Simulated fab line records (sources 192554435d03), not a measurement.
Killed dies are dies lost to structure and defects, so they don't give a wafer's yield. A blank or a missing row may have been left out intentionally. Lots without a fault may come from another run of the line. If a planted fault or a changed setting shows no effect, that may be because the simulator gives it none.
Comparing a struck lot with a sound one || flow n5-finfet || 25 steps out of a route of 1938
Sound: wafers L682.1, L682.3, L682.4. Wafers L675.2, L675.4, L675.6 were the ones struck. The cause comes at the end.
Each step with rows lists, per side, the tool, then ch with its chambers, then its first start. Under that, the readings that differ: sound wafers || struck wafers || difference of the means || sigmas: that difference in standard deviations of wafers without a fault.
alike: same words and numbers on both sides, and readings whose means sit less than 2 such deviations apart. not compared: any withheld reading, any reading some wafer has no value for, any bound like >300 that may hide the same value, and any number with overlapping values for which the record gives no deviation.
Wherever a step has rows on one side only, a row that says differs or no value, or a row with sigmas, the two part there. Numbers that have no deviation but don't overlap get no sigmas and don't part them. A reading missing from all wafers of one side parts the sides only when that side holds two or more wafers.

first, 11 steps without rows for these wafers: N5_BEOL_M0_SAQP_STRIP_108 (strips in N2/H2); N5_BEOL_M0_SAQP_RECESS_109 (chemistry HF/NH3, target SiO2, target depth 3 nm, afs cycles 1, sublimation time 60 s); N5_BEOL_M0_SAQP_SPACER2_ALD_26 (deposits SiO2, target thk 15 nm, pulse time 1 s, purge time 2 s); N5_BEOL_M0_SAQP_SPACER2_ETCHBACK_27 (etches SiO2 in CHF3/O2, target depth 22.5 nm, time 11.25 s); N5_BEOL_M0_SAQP_MANDREL2_REMOVE_110 (chemistry HBr/Cl2/O2, target a-Si, stops on SiCN, bt time 10 s); N5_BEOL_M0_SAQP_COAT_69 (time 60 s, resist thk 90 nm); N5_BEOL_M0_SAQP_COAT_72 (time 60 s, resist thk 15 nm); N5_BEOL_M0_SAQP_COAT_87 (time 60 s, resist thk 5 nm); N5_BEOL_M0_SAQP_COAT_34 (resist thk 30 nm); N5_BEOL_M0_SAQP_EBR_36; N5_BEOL_M0_SAQP_SOFTBAKE_35 (time 60 s).
N5_BEOL_M0_SAQP_EXPOSE_37: exposes mask M0 CUT1, target cd 30 nm.
  sound on euv-scanner-01 ch 0, day 10 03:50; struck on euv-scanner-02 ch 0, day 8 10:30
{"reading": "exposure-dose-mJ-cm2", "sound": "44.72 44.76 44.67", "struck": "42.99 42.96 42.88", "difference": -1.77, "sigmas": -37}
  alike: mask
then, 2 steps without rows for these wafers: N5_BEOL_M0_SAQP_PEB_38 (peb time 60 s); N5_BEOL_M0_SAQP_DEVELOP_39 (develop time 30 s).
N5_BEOL_M0_SAQP_CD_MEAS_40: target cd 30 nm.
  sound on cd-sem-03 ch 0, day 10 03:58; struck on cd-sem-03 ch 0, day 8 10:38
{"reading": "cd-nm (nm)", "sound": "30.08 30.05 29.91", "struck": "28.82 29.19 29.23", "difference": -0.93, "sigmas": -4}
N5_BEOL_M0_SAQP_DESCUM_45: chemistry O2, time 7 s.
  sound on rie-diel-03 ch 2,3, day 10 04:47; struck on rie-diel-03 ch 1,2, day 8 10:45
{"reading": "model.BEOL_M0_SAQP.cd-nm (nm)", "sound": "30.2 30 30", "struck": "29.2 29.2 29", "difference": -0.9, "sigmas": ""}
  alike: drypump-motor-current-A, oes-product-au, rf-vpp-V, showerhead-plenum-p-Torr, throttle-valve-pct
  not compared: rf-hours-counter-h
then, 6 steps without rows for these wafers: N5_BEOL_M0_SAQP_ETCH_88 (etches underlayer in N2/H2, target depth 6.5 nm, time 5.2 s); N5_BEOL_M0_SAQP_ETCH_73 (etches SiARC in CF4, target depth 19.5 nm, time 32.5 s); N5_BEOL_M0_SAQP_CUT_ETCH_46 (etches SOC in N2/H2, target depth 135 nm, overetch 27 nm, time 202.5 s); N5_BEOL_M0_SAQP_STRIP_74 (strips in N2/H2); N5_BEOL_M0_SAQP_STRIP_89 (strips in N2/H2); N5_BEOL_M0_SAQP_ALD_48 (deposits SiO2, target thk 20 nm, pulse time 1 s, co reactant pulse time 1 s).
N5_BEOL_M0_SAQP_ETCH_49: etches SiO2 in CF4/O2, target depth 37 nm.
  sound on rie-diel-04 ch 1,2,3, day 10 05:36; struck on rie-diel-03 ch 1,3, day 8 11:43
  alike: drypump-motor-current-A, oes-product-au, rf-vpp-V, showerhead-plenum-p-Torr, throttle-valve-pct
  not compared: rf-hours-counter-h, model.BEOL_M0_SAQP.cd-nm
then, 1 step without rows for these wafers: N5_BEOL_M0_SAQP_STRIP_75 (strips in CF4).
N5_BEOL_M4_RC_MEAS_101:
  sound on prober-02 ch 0, day 12 05:13; struck on prober-02 ch 0, day 10 10:25
  alike: DIBL_N, DIBL_P, IOFF_N, IOFF_P, ION_N, ION_P, SS_N, SS_P, VT_N, VT_P

## WHERE THEY PART
Earliest at N5_BEOL_M0_SAQP_EXPOSE_37; latest, in this record, at N5_BEOL_M0_SAQP_CD_MEAS_40. Later steps at which nothing parts them and some readings are alike: N5_BEOL_M0_SAQP_DESCUM_45, N5_BEOL_M0_SAQP_ETCH_49, N5_BEOL_M4_RC_MEAS_101.

WHY: the cause the simulator had injected
Process parameters drifting: euv-scanner-02 at N5_BEOL_M0_SAQP_EXPOSE_37, beginning at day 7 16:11. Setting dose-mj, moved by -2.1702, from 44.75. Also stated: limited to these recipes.
